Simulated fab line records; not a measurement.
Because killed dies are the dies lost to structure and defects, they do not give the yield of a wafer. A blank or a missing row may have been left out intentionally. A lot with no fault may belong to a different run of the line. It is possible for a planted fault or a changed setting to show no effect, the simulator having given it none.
fab line records	flow n5Finfet
record: lots: 5	wafers: 14	lastDay: 17
route steps=1938 shown BEOL_M1@758 BEOL_M4@1111
lots that met no fault: from a run of the same line without faults
startH: the number of hours between the record's first day and the start of the first shown wafer of the lot	waitH: how many hours have passed since the lot's step before this one	" the same as in the row above	L1.1+2: one row covering several wafers at once	- either no value or no given start	* or withheld: withheld	< > ~ a bound
route shown NAME@n: names a module that has steps shown in the file, with the first one's number in the route	usual: average and standard deviation across the fault-free wafers	same: alike in all rows	chamber/n: place in a boat	sites: each site's reading	_std_site: the values' standard deviation	_edge_site: outer sites' mean less inner sites'	radiusMm: for every site, how far away it sits from the centre of the wafer	mask NAME#n: copy n	behind: the tool/chamber that last shaped the wafer	hold: why the lot went on hold/how many hours it stayed there/how the hold came to an end	device: which transistor (n, p or np) failed to switch	end of line: tests of these same wafers at the route's end	step lacking rows: just its recipe	killed: dies that structure and defects cost at the first sort, which is not the same as the wafer's yield	map: shows each die of a wafer: x if killed, . if not, _ if none is there
set.NAME: the setting the step ran with; set.NAME@STEP: the setting that earlier step ran with	model.NAME: the simulator's own value behind a step, which no gauge read
lots at selected steps of the route; one table per step, one row per wafer
services: when a tool's chamber went out of use (startH, in hours from the record's first day, below 0 if earlier), for how many hours, and the reason
== steps ==
step: N5_BEOL_M1_COAT_05
recipe: resist: CAR-EUV	spinRpm: 1500	resistThkNm: 30
step: N5_BEOL_M1_EBR_07
recipe: solvent: PGMEA	ebrWidthMm: 1.5
step: N5_BEOL_M1_SOFTBAKE_06
recipe: tempC: 110	timeS: 60	resist: CAR-EUV
step: N5_BEOL_M1_EXPOSE_08
recipe: maskId: M1	na: 0.33	sourceShape: dipole	sigmaInner: 0.369	sigmaOuter: 0.767	polarization: unpolarized	doseMj: 33
step: N5_BEOL_M1_PEB_09
recipe: pebTempC: 100	pebTimeS: 60	resist: CAR-EUV
step: N5_BEOL_M1_DEVELOP_10
recipe: developTimeS: 30	developer: TMAH	resist: CAR-EUV	rinseLiquid: surfactantRinse	dry: airSpin	devTempC: 23
step: N5_BEOL_M1_CD_MEAS_11
recipe: targetCdNm: 17.05	landingEnergyEv: 500	detector: seInlens	polarity: opening
usual: cdNm: 17.11/0.23
lot.wafer	tool	chamber	startH	waitH	cdNm
L386.1	cdSem-01	0	143.87	-	17.39
L386.3	"	0	"	"	17.62
L386.6	"	0	"	"	17.47
L388.3	cdSem-03	0	155.07	-	16.51
L388.4	"	0	"	"	16.92
L388.5	"	0	"	"	17.01
L399.3	cdSem-03	0	221.33	-	17.02
L399.4	"	0	"	"	17.14
L405.3	cdSem-02	0	251.92	-	17.20
L405.4	"	0	"	"	17.25
L405.5	"	0	"	"	17.41
L406.1	cdSem-03	0	268.47	-	17.08
L406.4	"	0	"	"	17.08
L406.6	"	0	"	"	16.98
step: N5_BEOL_M1_OVL_MEAS_12
recipe: pointsPerWafer: 522
usual: M1_OVL: 0.2/0.82
lot.wafer	tool	chamber	startH	waitH	M1_OVL[nm]
L386.1	overlay-01	0	143.90	0.0	0.1
L386.3	"	0	"	"	0.2
L386.6	"	0	"	"	0.0
L388.3	overlay-01	0	155.11	0.0	0.2
L388.4	"	0	"	"	0.9
L388.5	"	0	"	"	0.3
L399.3	overlay-02	0	221.37	0.0	1.8
L399.4	"	0	"	"	0.5
L405.3	overlay-02	0	251.96	0.0	0.3
L405.4	"	0	"	"	-0.7
L405.5	"	0	"	"	-0.5
L406.1	overlay-02	0	268.50	0.0	0.5
L406.4	"	0	"	"	-0.7
L406.6	"	0	"	"	-0.9
step: N5_BEOL_M1_INSPECT_13
recipe: mode: adi	inspectInstrument: brightfield
usual: rawDefectCount: 400/86
lot.wafer	tool	chamber	startH	waitH	rawDefectCount
L386.1	defectInspect-01	-	143.96	0.1	399
L386.3	"	-	"	"	411
L386.6	"	-	"	"	531
L388.3	defectInspect-01	-	155.15	0.0	559
L388.4	"	-	"	"	426
L388.5	"	-	"	"	419
L399.3	defectInspect-01	-	221.41	0.0	400
L399.4	"	-	"	"	521
L405.3	defectInspect-01	-	252.00	0.0	325
L405.4	"	-	"	"	296
L405.5	"	-	"	"	373
L406.1	defectInspect-02	-	268.56	0.1	371
L406.4	"	-	"	"	301
L406.6	"	-	"	"	352
step: N5_BEOL_M1_DESCUM_16
recipe: chemistry: O2	timeS: 7	sourcePowerW: 50	biasPowerW: 20	pressureMtorr: 20	rfFrequencyHz: 2.712e+07	tempC: 40	resist: CAR-EUV	o2FlowSccm: 225
usual: chamberPressureMTorr: 20.001/0.019	drypumpMotorCurrentA: 5.9/0.43	oesProductAu: 0.81/0.088	rfVppV: 243.6/1.4	showerheadPlenumPTorr: 2.12/0.083	throttleValvePct: 20.40/0.22
same: timeS: 7
lot.wafer	tool	chamber	startH	waitH	chamberPressureMTorr	drypumpMotorCurrentA	oesProductAu	rfHoursCounterH	rfVppV	showerheadPlenumPTorr	throttleValvePct
L386.1	rieDiel-06	3	144.09	0.1	19.998	5.8	0.84	76	243.9	2.21	20.17
L386.3	"	2	"	"	19.988	5.2	0.89	32	244.9	2.14	20.39
L386.6	"	0	"	"	20.003	6.0	0.68	-	241.3	2.07	20.58
L388.3	rieDiel-02	2	155.20	0.0	20.012	6.2	0.74	180	241.5	1.99	20.73
L388.4	"	1	"	"	20.014	6.2	0.76	-	245.5	2.18	20.07
L388.5	"	0	"	"	19.989	6.0	0.84	-	245.8	2.21	20.11
L399.3	rieDiel-02	2	221.45	0.0	19.964	6.2	0.73	202	243.5	1.98	20.77
L399.4	"	1	"	"	19.994	6.2	0.73	165	244.1	2.18	20.13
L405.3	rieDiel-06	1	252.19	0.2	20.036	6.2	0.89	36	242.4	2.13	20.10
L405.4	"	3	"	"	20.001	5.8	0.80	105	243.7	2.20	20.20
L405.5	"	1	"	"	20.014	6.1	0.89	-	243.6	2.13	20.11
L406.1	rieDiel-03	0	268.72	0.2	19.993	6.7	0.84	50	242.6	2.04	20.36
L406.4	"	3	"	"	20.004	5.4	0.89	20	241.3	2.05	20.40
L406.6	"	1	"	"	20.020	5.9	0.72	-	244.1	2.17	20.69
step: N5_BEOL_M1_ETCH_74
recipe: chemistry: N2/H2	target: underlayer	targetDepthA: 65	maskMaterial: CAR-EUV	timeS: 5.2	ionEnergyEv: 200	pressureMtorr: 30	sourceW: 840	biasW: 150	n2FlowSccm: 200	h2FlowSccm: 200	ends: cleared
usual: chamberPressureMTorr: 29.99/0.036	drypumpMotorCurrentA: 5.9/0.43	etchRfOnTimeS: 5.21/0.097	oesProductAu: 0.69/0.076	rfVppV: 524.8/2.8	showerheadPlenumPTorr: 2.57/0.097	throttleValvePct: 17.86/0.28
lot.wafer	tool	chamber	startH	waitH	chamberPressureMTorr	drypumpMotorCurrentA	etchRfOnTimeS	oesProductAu	rfHoursCounterH	rfVppV	showerheadPlenumPTorr	throttleValvePct
L386.1	rieDiel-06	3	144.12	0.0	29.99	5.9	5.24	0.70	76	527.6	2.68	17.67
L386.3	"	2	"	"	29.95	5.2	5.18	0.76	32	525.7	2.58	17.75
L386.6	"	0	"	"	30.00	6.0	5.32	0.58	-	521.0	2.51	18.02
L388.3	rieDiel-02	2	155.23	0.0	30.05	6.2	5.23	0.65	180	519.9	2.43	18.22
L388.4	"	1	"	"	30.01	6.2	5.16	0.65	-	525.9	2.66	17.49
L388.5	"	0	"	"	29.95	6.0	5.17	0.71	-	527.3	2.69	17.49
L399.3	rieDiel-02	2	221.48	0.0	30.01	6.2	5.31	0.63	202	522.9	2.42	18.24
L399.4	"	1	"	"	30.05	6.3	5.20	0.63	165	525.1	2.65	17.55
L405.3	rieDiel-06	1	252.23	0.0	30.01	6.2	5.04	0.76	36	524.3	2.58	17.49
L405.4	"	3	"	"	30.00	5.8	5.20	0.68	105	526.8	2.67	17.73
L405.5	"	1	"	"	30.11	6.2	5.09	0.76	-	522.0	2.58	17.51
L406.1	rieDiel-03	0	268.76	0.0	30.04	6.6	5.07	0.73	50	522.8	2.48	17.79
L406.4	"	3	"	"	29.98	5.4	5.03	0.78	20	523.1	2.49	17.81
L406.6	"	1	"	"	29.99	6.0	5.26	0.61	-	526.1	2.64	18.27
step: N5_BEOL_M1_ETCH_63
recipe: chemistry: CF4	target: SiARC	targetDepthA: 156	maskMaterial: CAR-EUV	timeS: 26	ionEnergyEv: 80	pressureMtorr: 40	sourceW: 545	biasW: 36	Ar_flow_sccm: 100	cf4FlowSccm: 100	ends: cleared
usual: chamberPressureMTorr: 40.00/0.038	drypumpMotorCurrentA: 5.9/0.43	etchRfOnTimeS: 26.0/0.44	oesProductAu: 0.69/0.076	rfVppV: 184.3/1.3	showerheadPlenumPTorr: 2.17/0.079	throttleValvePct: 15.58/0.24
lot.wafer	tool	chamber	startH	waitH	chamberPressureMTorr	drypumpMotorCurrentA	etchRfOnTimeS	oesProductAu	rfHoursCounterH	rfVppV	showerheadPlenumPTorr	throttleValvePct
L386.1	rieDiel-06	3	144.14	0.0	40.01	5.8	26.1	0.72	76	184.3	2.26	15.30
L386.3	"	2	"	"	40.01	5.2	26.3	0.76	32	185.0	2.18	15.45
L386.6	"	0	"	"	39.99	6.0	26.5	0.58	-	182.6	2.11	15.78
L388.3	rieDiel-02	2	155.25	0.0	39.96	6.2	25.8	0.64	180	184.4	2.05	15.96
L388.4	"	1	"	"	39.94	6.2	25.8	0.65	-	185.3	2.23	15.34
L388.5	"	0	"	"	40.07	6.0	25.2	0.73	-	185.7	2.26	15.28
L399.3	rieDiel-02	2	221.50	0.0	39.96	6.2	26.4	0.62	202	183.4	2.04	16.00
L399.4	"	1	"	"	40.00	6.2	25.9	0.63	165	185.3	2.22	15.38
L405.3	rieDiel-06	1	252.24	0.0	40.01	6.2	25.2	0.76	36	184.4	2.19	15.30
L405.4	"	3	"	"	40.03	5.8	26.1	0.69	105	186.4	2.25	15.38
L405.5	"	1	"	"	39.97	6.2	25.5	0.76	-	184.5	2.18	15.30
L406.1	rieDiel-03	0	268.77	0.0	40.03	6.7	25.5	0.74	50	184.1	2.10	15.52
L406.4	"	3	"	"	40.08	5.3	25.5	0.78	20	183.4	2.11	15.60
L406.6	"	1	"	"	40.07	5.9	26.0	0.61	-	185.6	2.21	15.90
step: N5_BEOL_M1_ETCH_64
recipe: chemistry: N2/H2	target: SOC	targetDepthA: 750	overetchA: 150	maskMaterial: SiARC	tempC: 40	timeS: 112.5	ionEnergyEv: 200	pressureMtorr: 30	sourceW: 840	biasW: 150	n2FlowSccm: 200	h2FlowSccm: 200
usual: chamberPressureMTorr: 30.00/0.032	drypumpMotorCurrentA: 5.9/0.43	oesProductAu: 0.64/0.065	rfVppV: 524.8/2.8	showerheadPlenumPTorr: 2.57/0.097	throttleValvePct: 17.82/0.28
same: timeS: 112.5
lot.wafer	tool	chamber	startH	waitH	chamberPressureMTorr	drypumpMotorCurrentA	oesProductAu	rfHoursCounterH	rfVppV	showerheadPlenumPTorr	throttleValvePct	model.SiARC_of_BEOL_M1_COAT_62.thkNm	model.BEOL_M1.cdOffsetNm
L386.1	rieDiel-06	3	144.17	0.0	30.06	5.9	0.66	76	528.0	2.68	17.63	7	0.2
L386.3	"	2	"	"	29.96	5.2	0.71	32	526.3	2.58	17.72	6.8	-0.2
L386.6	"	0	"	"	30.01	6.0	0.55	-	523.7	2.51	17.98	7	0.2
L388.3	rieDiel-02	2	155.28	0.0	29.96	6.2	0.59	180	519.5	2.43	18.19	6.8	0
L388.4	"	1	"	"	30.01	6.3	0.59	-	527.9	2.66	17.47	6.8	0.2
L388.5	"	0	"	"	29.99	6.0	0.67	-	528.8	2.69	17.44	6.8	0
L399.3	rieDiel-02	2	221.53	0.0	30.02	6.2	0.59	202	522.0	2.42	18.23	6.8	0
L399.4	"	1	"	"	30.05	6.2	0.58	165	527.8	2.65	17.51	4.4	0.8
L405.3	rieDiel-06	1	252.27	0.0	29.98	6.2	0.69	36	523.6	2.58	17.47	6.8	0.2
L405.4	"	3	"	"	30.00	5.9	0.64	105	527.2	2.67	17.67	7	0
L405.5	"	1	"	"	30.03	6.1	0.70	-	524.7	2.58	17.46	6.8	0
L406.1	rieDiel-03	0	268.80	0.0	29.96	6.7	0.67	50	522.5	2.48	17.77	6.6	-0.2
L406.4	"	3	"	"	30.01	5.4	0.71	21	520.7	2.49	17.75	6.6	0.2
L406.6	"	1	"	"	29.97	6.0	0.57	-	527.0	2.64	18.22	7	0
step: N5_BEOL_M1_STRIP_65
recipe: chemistry: N2/H2	tempC: 40	n2FlowSccm: 200	h2FlowSccm: 200	rfFrequencyHz: 6e+07
step: N5_BEOL_M1_STRIP_75
recipe: chemistry: N2/H2	tempC: 40	n2FlowSccm: 200	h2FlowSccm: 200	rfFrequencyHz: 6e+07
step: N5_BEOL_M1_STRIP_66
recipe: chemistry: CF4	resist: SiARC	powerW: 300	biasPowerW: 75	pressureMtorr: 50	cf4FlowSccm: 150	rfFrequencyHz: 6e+07
usual: chamberPressureMTorr: 50.01/0.048	drypumpMotorCurrentA: 5.9/0.43	oesProductAu: 0.80/0.08	rfVppV: 271.7/1.6	showerheadPlenumPTorr: 1.81/0.065	throttleValvePct: 13.55/0.25
lot.wafer	tool	chamber	startH	waitH	chamberPressureMTorr	drypumpMotorCurrentA	oesProductAu	rfHoursCounterH	rfVppV	showerheadPlenumPTorr	throttleValvePct
L386.1	rieDiel-06	3	144.29	0.0	50.00	5.8	0.83	76	274.4	1.89	13.29
L386.3	"	2	"	"	50.05	5.2	0.88	32	272.3	1.82	13.39
L386.6	"	0	"	"	50.02	6.0	0.68	-	270.4	1.77	13.77
L388.3	rieDiel-02	2	155.40	0.0	50.09	6.2	0.75	180	269.4	1.72	13.91
L388.4	"	1	"	"	50.01	6.2	0.74	-	272.0	1.87	13.37
L388.5	"	0	"	"	50.02	6.0	0.83	-	274.3	1.89	13.24
L399.3	rieDiel-02	2	221.65	0.0	49.98	6.2	0.73	202	268.5	1.71	13.97
L399.4	"	1	"	"	49.93	6.2	0.73	165	272.5	1.87	13.40
L405.3	rieDiel-06	1	252.40	0.0	50.04	6.2	0.86	36	272.1	1.83	13.25
L405.4	"	3	"	"	50.01	5.9	0.80	105	274.3	1.88	13.34
L405.5	"	1	"	"	50.00	6.2	0.87	-	270.7	1.83	13.24
L406.1	rieDiel-03	0	268.93	0.0	49.93	6.7	0.82	50	270.4	1.76	13.48
L406.4	"	3	"	"	50.01	5.4	0.89	21	271.6	1.76	13.51
L406.6	"	1	"	"	50.01	6.0	0.72	-	272.4	1.85	13.86
step: N5_BEOL_M1_HM_OPEN_17
recipe: chemistry: Cl2/BCl3	targetDepthA: 200	overetchA: 60	target: TiN	maskMaterial: SOC	ionEnergyEv: 150	pressureMtorr: 10	icpW: 1000	biasW: 126	Cl2_flow_sccm: 53.25	bcl3FlowSccm: 21.75	Ar_flow_sccm: 25
usual: chamberPressureMTorr: 10.000/0.0096	drypumpMotorCurrentA: 5.4/0.37	oesProductAu: 0.66/0.068	throttleValvePct: 22.3/0.36
lot.wafer	tool	chamber	startH	waitH	chamberPressureMTorr	drypumpMotorCurrentA	oesProductAu	rfHoursCounterH	throttleValvePct	model.BEOL_M1.cdOffsetNm
L386.1	rieMetal-01	1	144.33	0.0	10.008	6.1	0.70	26	22.5	0.2
L386.3	"	0	"	"	10.008	5.3	0.62	-	22.0	-0.2
L386.6	"	0	"	"	10.005	5.3	0.63	-	22.0	0.2
L388.3	rieMetal-02	0	155.48	0.1	10.004	5.5	0.66	-	21.6	0
L388.4	"	1	"	"	10.004	5.3	0.73	-	22.0	0
L388.5	"	1	"	"	10.016	5.2	0.73	-	22.0	0
L399.3	rieMetal-01	1	221.72	0.1	9.997	6.1	0.67	-	22.5	-0.2
L399.4	"	0	"	"	10.005	5.3	0.61	-	22.0	0.6
L405.3	rieMetal-03	0	252.47	0.1	10.002	5.0	0.55	-	22.8	0.2
L405.4	"	1	"	"	10.013	5.6	0.73	-	22.4	-0.2
L405.5	"	0	"	"	10.001	5.0	0.56	-	22.8	0
L406.1	rieMetal-01	0	268.97	0.0	10.008	5.3	0.61	71	22.0	-0.2
L406.4	"	1	"	"	9.993	6.1	0.68	-	22.5	0.2
L406.6	"	0	"	"	9.998	5.3	0.62	-	22.0	-0.2
step: N5_BEOL_M1_STRIP_19
recipe: chemistry: O2	powerW: 400	tempC: 40	pressureMtorr: 30	rfFrequencyHz: 6e+07	biasPowerW: 0	overashFraction: 0.2	o2FlowSccm: 225
usual: chamberPressureMTorr: 30.001/0.028	drypumpMotorCurrentA: 5.9/0.42	oesProductAu: 0.82/0.09	rfVppV: 3.6/0.49	showerheadPlenumPTorr: 2.12/0.081	throttleValvePct: 16.61/0.23
lot.wafer	tool	chamber	startH	waitH	chamberPressureMTorr	drypumpMotorCurrentA	oesProductAu	rfHoursCounterH	rfVppV	showerheadPlenumPTorr	throttleValvePct
L386.1	rieDiel-06	1	144.49	0.1	30.032	6.1	0.94	11	3.7	2.14	16.29
L386.3	"	2	"	"	29.963	5.2	0.89	32	3.8	2.14	16.57
L386.6	"	3	"	"	29.955	5.9	0.84	-	3.4	2.22	16.39
L388.3	rieDiel-06	1	155.56	0.1	29.978	6.2	0.94	15	3.8	2.14	16.31
L388.4	"	0	"	"	29.998	6.0	0.67	233	3.3	2.07	16.85
L388.5	"	0	"	"	30.017	5.9	0.67	-	3.9	2.07	16.86
L399.3	rieDiel-03	1	221.81	0.1	30.007	5.9	0.73	180	2.6	2.18	16.93
L399.4	"	3	"	"	30.001	5.4	0.93	7	4.1	2.06	16.59
L405.3	rieDiel-02	2	252.57	0.1	29.984	6.2	0.73	210	3.9	1.99	17.04
L405.4	"	3	"	"	29.960	5.6	0.90	34	3.5	2.24	16.52
L405.5	"	1	"	"	30.017	6.2	0.73	-	4.0	2.17	16.42
L406.1	rieDiel-02	1	269.08	0.1	29.951	6.2	0.72	181	3.9	2.17	16.44
L406.4	"	2	"	"	30.005	6.2	0.73	215	3.1	1.98	17.04
L406.6	"	1	"	"	30.012	6.2	0.73	-	3.4	2.17	16.44
step: N5_BEOL_M4_RC_MEAS_101
usual: DIBL_N: 36.3/1.2	DIBL_P: 36.1/1.6	IOFF_N: 0.161/0.023	IOFF_P: 0.209/0.027	ION_N: 676/8.9	ION_P: 462/5.3	SS_N: 71.5/0.51	SS_P: 73.2/0.5	VT_N: 249.1/2.5	VT_P: -249.9/2.8
lot.wafer	tool	chamber	startH	waitH	DIBL_N[mV/V]	DIBL_P[mV/V]	IOFF_N[nA/um]	IOFF_P[nA/um]	ION_N[uA/um]	ION_P[uA/um]	SS_N[mV/dec]	SS_P[mV/dec]	VT_N[mV]	VT_P[mV]
L386.1	prober-02	0	182.03	0.0	35.4	34.6	0.138	0.187	670	460	71.3	72.8	252.4	-251.8
L386.3	"	0	"	"	34.7	33.9	0.127	0.180	667	457	71.2	72.4	254.7	-250.7
L386.6	"	0	"	"	35.0	34.1	0.129	0.174	673	462	70.6	72.8	253.5	-251.3
L388.3	prober-02	0	196.89	0.3	39.4	39.3	0.240	0.321	689	465	71.8	73.9	243.6	-242.6
L388.4	"	0	"	"	35.7	34.6	0.152	0.226	670	468	70.9	72.7	250.1	-244.9
L388.5	"	0	"	"	36.5	35.4	0.160	0.238	673	471	70.8	72.8	246.7	-245.7
L399.3	prober-01	0	256.87	0.3	38.1	37.1	0.188	0.223	676	454	71.6	73.1	248.3	-248.1
L399.4	"	0	"	"	37.1	35.1	0.146	0.190	663	459	71.3	73.0	252.3	-252.8
L405.3	prober-01	0	294.60	0.3	35.8	36.9	0.173	0.216	670	459	72.0	73.3	247.9	-248.2
L405.4	"	0	"	"	35.5	36.2	0.162	0.202	680	454	72.5	73.2	247.7	-248.1
L405.5	"	0	"	"	36.3	37.3	0.175	0.229	681	464	71.4	73.6	247.1	-248.9
L406.1	prober-01	0	310.21	0.0	34.6	33.6	0.125	0.169	669	460	71.2	73.0	252.8	-252.1
L406.4	"	0	"	"	35.6	34.4	0.136	0.179	672	460	71.8	73.0	252.2	-250.3
L406.6	"	0	"	"	36.8	36.1	0.154	0.201	677	459	71.5	73.3	249.4	-251.0
== services ==
tool	chamber	startH	hours	kind
rieDiel-02	3	129.56	-	clean
rieDiel-02	3	129.56	-	consumableReplace:focusRing
rieDiel-02	3	129.56	-	consumableReplace:showerhead
rieDiel-02	3	129.56	23.7	scheduledDown
rieDiel-02	3	129.56	23.7	ventCycle
rieMetal-01	0	134.08	6.0	repair
rieDiel-02	3	153.75	1.5	repair
rieDiel-03	3	164.52	1.7	repair
rieMetal-03	-	166.18	2.2	repair
rieDiel-06	-	179.18	14.6	pm
rieDiel-03	3	179.37	-	clean
rieDiel-03	3	179.37	-	consumableReplace:focusRing
rieDiel-03	3	179.37	16.3	scheduledDown
rieDiel-02	0	201.01	9.1	repair
rieDiel-02	2	223.76	6.1	repair
rieDiel-06	0	229.98	-	clean
rieDiel-06	0	229.98	-	consumableReplace:focusRing
rieDiel-06	0	229.98	14.3	scheduledDown
rieDiel-06	0	229.98	14.3	ventCycle
rieDiel-02	2	237.18	4.4	repair
rieDiel-06	2	241.17	1.2	repair
rieMetal-02	0	253.58	26.6	repair
rieMetal-03	-	253.80	1.7	repair
rieDiel-06	3	259.63	4.8	repair
== key ==
firstSign none at tools or gauges
modelEffect: step: N5_BEOL_M1_ETCH_64	value: SiARC_of_BEOL_M1_COAT_62.thkNm	without: 6.8	struck: 4.4
modelEffect: step: N5_BEOL_M1_HM_OPEN_17	value: BEOL_M1.cdOffsetNm	without: -0.4	struck: 0.6
metAt N5_BEOL_M1_ETCH_64
struckWafers L399.4
onsetBetween 155.28 221.53
fault: kind: processParameterDrift	tool: rieDiel-02	chamber: -	onsetH: 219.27	steps: N5_BEOL_M1_ETCH_64	channel: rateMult	offset: 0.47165	shape: step	endH: 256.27	scope: struckWafersOnly
